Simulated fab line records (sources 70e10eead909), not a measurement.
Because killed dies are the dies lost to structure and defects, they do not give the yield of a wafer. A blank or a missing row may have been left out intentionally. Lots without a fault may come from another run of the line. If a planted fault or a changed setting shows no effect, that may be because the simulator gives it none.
fab line records	flow nand-harc	part 1 of 2: steps 1 to 4 of 6
record lots=24	wafers=72	last-day=33
route steps=1302 shown A_SLIT@937 A_CONTACT@986
lots that met no fault: taken from a fault-free run of the same line
start-h: hours from the record's first day to the start of the lot's first wafer shown	wait-h: hours elapsed since this lot's preceding step	" as in the row above	L1.1+2: a row that stands for several wafers	- no value present, or no start provided	* or withheld: withheld	< > ~ a bound
route shown NAME@n: a module of which the file shows steps, and the number in the route of the first	usual: mean/standard deviation of fault-free wafers	same: alike in all rows	chamber/n: place in a boat	sites: each site's reading	_std_site: how widely they spread, as a standard deviation	_edge_site: mean of outer sites minus mean of inner sites	radius-mm: for every site, how far away it sits from the centre of the wafer	mask NAME#n: copy n	behind: the most recent tool/chamber to have shaped the wafer	hold: what put the lot on hold/how long, in hours/how the hold closed	device: the transistor (n, p or np) that didn't switch	end of line: at the end of the route, the tests of the same wafers	a step given without rows: its recipe and nothing more	killed: the dies lost at the first sort to structure and to defects; this is not the yield of the wafer	map: the dies of a wafer, with x for killed, . for not killed, _ for no die there
set.NAME: setting as actually run; set.NAME@STEP: the setting as run at that earlier step	model.NAME: the simulator's own value behind a step, which no gauge read
a sample of lots followed through the steps of the route, with each step as a table and each wafer as a row
services: a tool's chamber out of use, with start hour (start-h, from the record's first day; less than 0 if before it), hours out, and reason
## steps
# step NHARC_A_SLIT_ETCH_24
# recipe target-depth-a=1210	time-s=60.5	cf4-flow-sccm=100	chf3-flow-sccm=30	ar-flow-sccm=0	rf-w=500	bias-w=200	chemistry=CF4/CHF3
# usual drypump-motor-current-A=5.8/0.47	oes-product-au=0.957/0.025	rf-vpp-V=370.5/2.3	showerhead-plenum-p-Torr=1.57/0.063	throttle-valve-pct=16.803/0.0082
# same time-s=60.5
lot.wafer	tool	chamber	start-h	wait-h	drypump-motor-current-A	oes-product-au	rf-hours-counter-h	rf-vpp-V	showerhead-plenum-p-Torr	throttle-valve-pct
L075.1	rie-diel-06	2	462.06	0.1	6.1	0.972	9	367.9	1.49	16.793
L075.4	"	0	"	"	5.3	0.952	9	368.6	1.54	16.792
L075.5	"	3	"	"	5.9	0.976	-	368.0	1.52	16.814
L074.2	rie-diel-10	2	463.14	0.1	5.8	0.968	2	372.2	1.60	16.801
L074.5	"	2	"	"	5.8	0.971	-	370.6	1.60	16.816
L074.6	"	3	"	"	5.5	0.954	-	374.2	1.66	16.810
L076.3	rie-diel-06	3	477.69	0.1	5.9	0.924	11	369.7	1.52	16.812
L076.1	"	0	"	"	5.3	0.923	11	370.6	1.54	16.805
L076.5	"	3	"	"	5.9	0.935	-	367.8	1.52	16.802
L078.4	rie-diel-10	3	477.84	0.1	5.5	0.913	3	373.2	1.66	16.804
L078.5	"	3	"	"	5.5	0.907	-	372.6	1.66	16.786
L078.6	"	0	"	"	6.4	0.908	-	372.8	1.63	16.798
L077.3	rie-diel-06	1	493.78	0.1	6.2	0.995	0	372.1	1.62	16.810
L077.1	"	2	"	"	6.1	0.993	0	368.8	1.48	16.795
L077.6	"	0	"	"	5.3	0.963	-	369.4	1.54	16.814
L079.3	rie-diel-10	0	514.05	0.1	6.4	0.966	5	373.1	1.63	16.816
L079.1	"	1	"	"	5.8	0.950	3	368.0	1.50	16.792
L079.5	"	3	"	"	5.5	0.959	-	373.3	1.66	16.804
L081.2	rie-diel-06	1	533.01	0.1	6.3	0.970	1	372.1	1.62	16.797
L081.3	"	3	"	"	5.8	0.976	2	368.0	1.52	16.809
L081.5	"	3	"	"	5.9	0.980	-	368.9	1.52	16.792
L080.3	rie-diel-10	2	533.30	0.1	5.8	0.952	6	371.1	1.60	16.819
L080.4	"	0	"	"	6.4	0.957	6	370.5	1.63	16.788
L080.5	"	3	"	"	5.5	0.968	-	373.6	1.66	16.825
L083.3	rie-diel-03	2	542.74	0.1	4.8	0.921	2	371.6	1.66	16.794
L083.2	"	0	"	"	4.9	0.911	2	374.4	1.67	16.801
L083.5	"	2	"	"	4.8	0.913	-	372.7	1.66	16.804
L082.2	rie-diel-06	3	542.94	0.1	5.9	0.945	3	367.3	1.52	16.808
L082.5	"	1	"	"	6.3	0.946	-	372.6	1.62	16.797
L082.6	"	3	"	"	5.9	0.937	-	368.8	1.52	16.813
L084.4	rie-diel-06	2	550.41	0.1	6.1	0.991	2	367.8	1.48	16.807
L084.5	"	2	"	"	6.1	0.988	-	367.7	1.48	16.807
L084.6	"	3	"	"	5.9	0.980	-	368.6	1.52	16.805
L085.2	rie-diel-06	0	555.72	0.1	5.3	0.957	6	370.2	1.54	16.801
L085.3	"	1	"	"	6.3	0.980	6	372.3	1.61	16.801
L085.5	"	3	"	"	5.9	0.981	-	368.3	1.52	16.806
L086.2	rie-diel-06	0	566.25	0.1	5.3	0.980	7	369.9	1.54	16.796
L086.1	"	1	"	"	6.3	0.967	6	371.7	1.61	16.793
L086.6	"	0	"	"	5.3	0.983	-	369.5	1.54	16.810
L087.1	rie-diel-10	1	578.33	0.1	5.9	0.919	7	368.6	1.50	16.816
L087.2	"	2	"	"	5.8	0.923	9	371.6	1.60	16.800
L087.3	"	0	"	"	6.3	0.925	8	372.8	1.63	16.795
L089.4	rie-diel-03	3	592.40	0.1	4.8	0.921	5	374.0	1.65	16.804
L089.2	"	2	"	"	4.8	0.923	4	374.6	1.66	16.804
L089.5	"	3	"	"	4.8	0.928	-	373.2	1.65	16.808
L091.3	rie-diel-06	1	600.98	0.1	6.2	0.959	8	371.8	1.61	16.804
L091.1	"	3	"	"	5.9	0.993	9	368.6	1.52	16.809
L091.5	"	0	"	"	5.3	0.950	-	371.5	1.54	16.809
L090.1	rie-diel-06	0	601.86	0.1	5.3	0.952	10	370.2	1.54	16.809
L090.5	"	2	"	"	6.1	0.959	-	367.4	1.48	16.811
L090.6	"	3	"	"	5.9	0.962	-	369.5	1.52	16.815
L088.1	rie-diel-06	0	601.88	0.1	5.3	0.957	10	368.8	1.54	16.795
L088.3	"	2	"	"	6.1	0.951	6	367.5	1.48	16.817
L088.2	"	3	"	"	5.9	0.964	9	368.2	1.52	16.814
L092.1	rie-diel-03	0	626.72	0.1	5.0	0.931	6	373.2	1.67	16.796
L092.2	"	3	"	"	4.8	0.929	6	373.8	1.65	16.790
L092.5	"	1	"	"	6.3	0.926	-	369.6	1.57	16.797
L093.1	rie-diel-06	2	635.28	0.1	6.1	0.981	8	365.9	1.48	16.795
L093.4	"	0	"	"	5.3	0.959	13	369.1	1.54	16.806
L093.3	"	1	"	"	6.2	0.982	12	372.6	1.61	16.812
L094.2	rie-diel-10	1	649.44	0.1	5.9	0.973	2	368.5	1.50	16.800
L094.4	"	3	"	"	5.5	0.968	2	374.7	1.66	16.809
L094.6	"	0	"	"	6.3	0.984	-	371.9	1.63	16.808
L095.3	rie-diel-03	0	650.66	0.1	4.9	0.993	0	372.4	1.67	16.798
L095.4	"	3	"	"	4.8	0.973	0	372.9	1.65	16.799
L095.5	"	0	"	"	4.9	0.986	-	372.2	1.67	16.795
L096.1	rie-diel-06	2	659.86	0.1	6.1	0.980	10	366.8	1.48	16.809
L096.4	"	3	"	"	5.8	0.979	14	367.3	1.51	16.799
L096.5	"	0	"	"	5.3	0.962	-	368.9	1.54	16.795
L097.1	rie-diel-06	0	680.72	0.1	5.3	0.979	0	368.7	1.54	16.800
L097.2	"	1	"	"	6.3	0.972	0	372.3	1.61	16.790
L097.3	"	2	"	"	6.1	0.962	0	367.5	1.48	16.813
# step NHARC_A_SLIT_ETCH_17
# recipe bias-v=900	source-w=withheld	pressure-mtorr=20	ar-flow-sccm=375	c4f8-flow-sccm=83.3	o2-flow-sccm=41.7	time-s=4254.5	target-depth-a=2.03e+05	chemistry=C4F8/O2/Ar
# usual drypump-motor-current-A=5.8/0.66	showerhead-plenum-p-Torr=3.71/0.11	throttle-valve-pct=32.045/0.0087
# same time-s=4254.5
lot.wafer	tool	chamber	start-h	wait-h	drypump-motor-current-A	rf-hours-counter-h	showerhead-plenum-p-Torr	throttle-valve-pct
L075.1	har-etch-01	1	464.02	-	6.0	254	3.65	32.043
L075.4	"	1	465.21	-	6.0	-	3.65	32.051
L075.5	"	0	"	"	5.1	-	3.65	32.044
L074.2	har-etch-02	0	464.92	-	6.7	39	3.69	32.056
L074.6	"	0	467.38	-	6.7	-	3.69	32.056
L074.5	"	1	"	"	5.3	-	3.92	32.045
L076.1	har-etch-01	0	478.85	-	5.1	261	3.64	32.043
L076.3	"	1	480.64	-	5.9	-	3.64	32.051
L076.5	"	0	"	"	5.1	-	3.64	32.055
L078.4	har-etch-02	0	482.24	-	6.7	-	3.69	32.049
L078.6	"	1	"	"	5.3	-	3.91	32.062
L078.5	"	0	"	"	6.7	-	3.69	32.060
L077.1	har-etch-02	1	495.99	-	5.3	58	3.91	32.045
L077.3	"	0	"	"	6.8	-	3.68	32.050
L077.6	"	0	497.78	-	6.8	-	3.68	32.028
L079.1	har-etch-02	1	515.20	-	5.3	65	3.90	32.044
L079.3	"	1	516.39	-	5.3	-	3.90	32.062
L079.5	"	1	517.57	-	5.3	-	3.90	32.057
L081.2	har-etch-02	0	534.41	-	6.8	77	3.67	32.037
L081.3	"	0	535.62	-	6.8	-	3.67	32.038
L081.5	"	1	537.43	-	5.3	-	3.90	32.032
L080.4	har-etch-01	0	535.75	-	5.1	-	3.63	32.044
L080.3	"	1	"	"	5.9	-	3.63	32.039
L080.5	"	1	537.55	-	5.9	-	3.63	32.036
L083.2	har-etch-01	1	543.90	-	6.0	292	3.63	32.053
L083.3	"	1	545.12	-	5.9	-	3.63	32.040
L083.5	"	0	546.94	-	5.1	-	3.63	32.024
L082.2	har-etch-02	0	544.94	-	6.7	84	3.67	32.050
L082.6	"	1	546.76	-	5.3	-	3.89	32.045
L082.5	"	0	"	"	6.7	-	3.67	32.055
L084.4	har-etch-02	1	554.63	-	5.3	-	3.89	32.045
L084.6	"	0	"	"	6.7	-	3.66	32.052
L084.5	"	1	"	"	5.3	-	3.89	32.063
L085.2	har-etch-01	0	560.83	-	5.1	307	3.62	32.044
L085.3	"	1	"	"	6.0	-	3.62	32.048
L085.5	"	0	563.27	-	5.1	-	3.62	32.044
L086.2	har-etch-01	0	567.88	-	5.1	311	3.62	32.049
L086.1	"	1	"	"	5.9	311	3.62	32.036
L086.6	"	1	570.93	-	5.9	-	3.62	32.057
L087.2	har-etch-01	1	579.51	-	5.9	319	3.61	32.042
L087.1	"	0	"	"	5.1	319	3.61	32.036
L087.3	"	1	"	"	5.9	-	3.61	32.032
L089.2	har-etch-01	0	594.18	-	5.1	322	3.61	32.049
L089.4	"	1	"	"	5.9	-	3.61	32.048
L089.5	"	1	596.00	-	5.9	-	3.61	32.037
L091.1	har-etch-02	1	602.75	-	5.3	119	3.87	32.045
L091.3	"	1	603.95	-	5.3	-	3.87	32.054
L091.5	"	1	605.16	-	5.3	-	3.87	32.041
L090.1	har-etch-01	0	603.63	-	5.1	330	3.61	32.040
L090.6	"	1	605.46	-	6.0	-	3.61	32.052
L090.5	"	0	"	"	5.1	-	3.61	32.057
L088.2	har-etch-02	0	605.95	-	6.7	122	3.65	32.049
L088.1	"	1	"	"	5.4	122	3.87	32.039
L088.3	"	1	607.82	-	5.3	-	3.87	32.050
L092.1	har-etch-02	1	627.88	-	5.3	134	3.86	32.041
L092.2	"	0	"	"	6.7	134	3.64	32.054
L092.5	"	1	630.33	-	5.3	-	3.86	32.035
L093.1	har-etch-02	0	637.05	-	6.8	141	3.64	32.035
L093.4	"	1	"	"	5.3	-	3.86	32.059
L093.3	"	0	"	"	6.7	-	3.64	32.044
L094.2	har-etch-02	0	651.20	-	6.7	145	3.63	32.041
L094.4	"	0	652.41	-	6.7	-	3.63	32.033
L094.6	"	0	653.63	-	6.7	-	3.63	32.037
L095.4	har-etch-02	1	655.66	-	5.3	-	3.86	32.047
L095.3	"	0	"	"	6.7	-	3.63	32.037
L095.5	"	0	657.52	-	6.8	-	3.63	32.039
L096.1	har-etch-02	0	662.50	-	6.7	156	3.63	32.057
L096.4	"	0	663.72	-	6.8	-	3.63	32.060
L096.5	"	0	664.94	-	6.7	-	3.63	32.049
L097.2	har-etch-02	1	682.72	-	5.3	168	3.84	32.031
L097.1	"	0	"	"	6.7	168	3.62	32.035
L097.3	"	0	684.53	-	6.7	-	3.62	32.052
# step NHARC_A_CONTACT_DEP_29
# recipe target-thk-a=1000	target-thk-nm=100	temp-c=400	pressure-torr=3.5	flow-sccm=200	rf-w=350	material=SiON
# usual heater-power-w=753/74
lot.wafer	tool	chamber	start-h	wait-h	heater-power-w
L075.1	pecvd-03	0	501.18	3.6	774
L075.4	"	1	"	"	903
L075.5	"	2	"	"	812
L074.2	pecvd-03	0	501.53	2.8	851
L074.5	"	2	"	"	741
L074.6	"	1	"	"	888
L076.1	pecvd-02	2	515.88	3.5	664
L076.3	"	1	"	"	618
L076.5	"	1	"	"	628
L078.6	pecvd-03	0	516.34	0.1	731
L078.4	"	1	"	"	747
L078.5	"	2	"	"	753
L077.3	pecvd-02	1	531.82	2.2	729
L077.1	"	2	"	"	763
L077.6	"	1	"	"	718
L079.1	pecvd-01	0	551.51	3.5	780
L079.3	"	1	"	"	636
L079.5	"	0	"	"	788
L081.2	pecvd-02	1	571.79	2.9	657
L081.3	"	0	"	"	711
L081.5	"	1	"	"	653
L080.3	pecvd-03	2	576.83	2.1	822
L080.4	"	2	"	"	821
L080.5	"	1	"	"	896
L083.2	pecvd-02	2	578.77	2.9	746
L083.3	"	0	"	"	702
L083.5	"	1	"	"	685
L082.2	pecvd-01	1	581.08	2.9	712
L082.5	"	2	"	"	695
L082.6	"	1	"	"	728
L084.5	pecvd-03	2	594.00	0.8	767
L084.4	"	0	"	"	670
L084.6	"	1	"	"	887
L085.3	pecvd-02	1	604.39	2.1	698
L085.2	"	0	"	"	718
L085.5	"	1	"	"	695
L086.1	pecvd-03	2	604.58	3.6	821
L086.2	"	0	"	"	767
L086.6	"	0	"	"	775
L087.3	pecvd-03	1	614.61	2.2	908
L087.2	"	2	"	"	741
L087.1	"	0	"	"	730
L089.2	pecvd-03	0	630.55	2.8	761
L089.5	"	0	"	"	757
L089.4	"	1	"	"	888
L091.1	pecvd-01	0	637.44	3.6	753
L091.3	"	1	"	"	749
L091.5	"	0	"	"	764
L090.1	pecvd-02	0	638.62	3.6	695
L090.5	"	1	"	"	737
L090.6	"	2	"	"	774
L088.1	pecvd-01	2	642.90	3.5	712
L088.3	"	0	"	"	799
L088.2	"	1	"	"	627
L092.2	pecvd-01	0	662.32	2.8	673
L092.1	"	2	"	"	726
L092.5	"	1	"	"	700
L093.3	pecvd-03	2	671.49	2.2	835
L093.1	"	0	"	"	749
L093.4	"	1	"	"	833
L095.3	pecvd-02	1	688.58	2.2	654
L095.4	"	0	"	"	724
L095.5	"	0	"	"	724
L094.2	pecvd-03	0	688.76	2.9	807
L094.6	"	1	"	"	772
L094.4	"	2	"	"	818
L096.1	pecvd-01	2	700.64	3.7	738
L096.4	"	0	"	"	821
L096.5	"	2	"	"	760
L097.1	pecvd-01	2	717.63	3.6	676
L097.3	"	0	"	"	701
L097.2	"	1	"	"	694
# step NHARC_A_CONTACT_ETCH_113
# recipe source-w=withheld	pressure-mtorr=20	bias-v=3000	time-s=190	target-depth-a=18500	ar-flow-sccm=withheld	c4f8-flow-sccm=withheld	o2-flow-sccm=withheld	chemistry=C4F8/O2/Ar
# same time-s=190
lot.wafer	tool	chamber	start-h	wait-h	rf-hours-counter-h
L075.1	har-cap-etch-02	0	504.29	0.1	83
L075.4	"	1	"	"	-
L075.5	"	0	"	"	-
L074.2	har-cap-etch-03	0	504.64	0.1	41
L074.6	"	1	"	"	-
L074.5	"	0	"	"	-
L076.1	har-cap-etch-03	1	519.16	0.1	44
L076.3	"	0	"	"	-
L076.5	"	0	"	"	-
L078.4	har-cap-etch-02	1	519.55	0.1	-
L078.5	"	1	"	"	-
L078.6	"	0	"	"	-
L077.1	har-cap-etch-03	0	534.80	0.1	48
L077.3	"	0	"	"	-
L077.6	"	1	"	"	-
L079.1	har-cap-etch-01	0	555.14	0.2	7
L079.3	"	0	"	"	-
L079.5	"	0	"	"	-
L081.2	har-cap-etch-01	1	575.03	0.1	9
L081.3	"	0	"	"	-
L081.5	"	0	"	"	-
L080.3	har-cap-etch-03	0	579.87	0.1	-
L080.4	"	1	"	"	-
L080.5	"	0	"	"	-
L083.2	har-cap-etch-02	0	581.91	0.1	96
L083.3	"	1	"	"	-
L083.5	"	1	"	"	-
L082.2	har-cap-etch-01	0	584.33	0.3	11
L082.5	"	1	"	"	-
L082.6	"	0	"	"	-
L084.4	har-cap-etch-01	0	597.14	0.1	-
L084.6	"	1	"	"	-
L084.5	"	0	"	"	-
L085.2	har-cap-etch-03	0	607.54	0.1	60
L085.3	"	1	"	"	-
L085.5	"	1	"	"	-
L086.1	har-cap-etch-02	0	607.88	0.1	104
L086.2	"	1	"	"	104
L086.6	"	0	"	"	-
L087.2	har-cap-etch-03	0	618.22	0.1	63
L087.1	"	1	"	"	63
L087.3	"	1	"	"	-
L089.2	har-cap-etch-03	1	634.05	0.1	66
L089.4	"	1	"	"	-
L089.5	"	0	"	"	-
L091.1	har-cap-etch-01	1	640.56	0.1	24
L091.3	"	0	"	"	-
L091.5	"	1	"	"	-
L090.1	har-cap-etch-02	1	641.81	0.1	110
L090.6	"	1	"	"	-
L090.5	"	0	"	"	-
L088.2	har-cap-etch-03	1	646.12	0.2	70
L088.1	"	0	"	"	70
L088.3	"	0	"	"	-
L092.2	har-cap-etch-02	1	665.29	0.1	116
L092.1	"	0	"	"	116
L092.5	"	0	"	"	-
L093.1	har-cap-etch-03	0	674.56	0.1	75
L093.3	"	0	"	"	-
L093.4	"	1	"	"	-
L095.3	har-cap-etch-02	0	691.63	0.1	-
L095.4	"	1	"	"	-
L095.5	"	1	"	"	-
L094.2	har-cap-etch-01	1	691.80	0.1	35
L094.4	"	1	"	"	-
L094.6	"	0	"	"	-
L096.1	har-cap-etch-01	0	703.72	0.1	37
L096.4	"	1	"	"	-
L096.5	"	0	"	"	-
L097.2	har-cap-etch-03	0	720.73	0.1	83
L097.1	"	1	"	"	83
L097.3	"	0	"	"	-
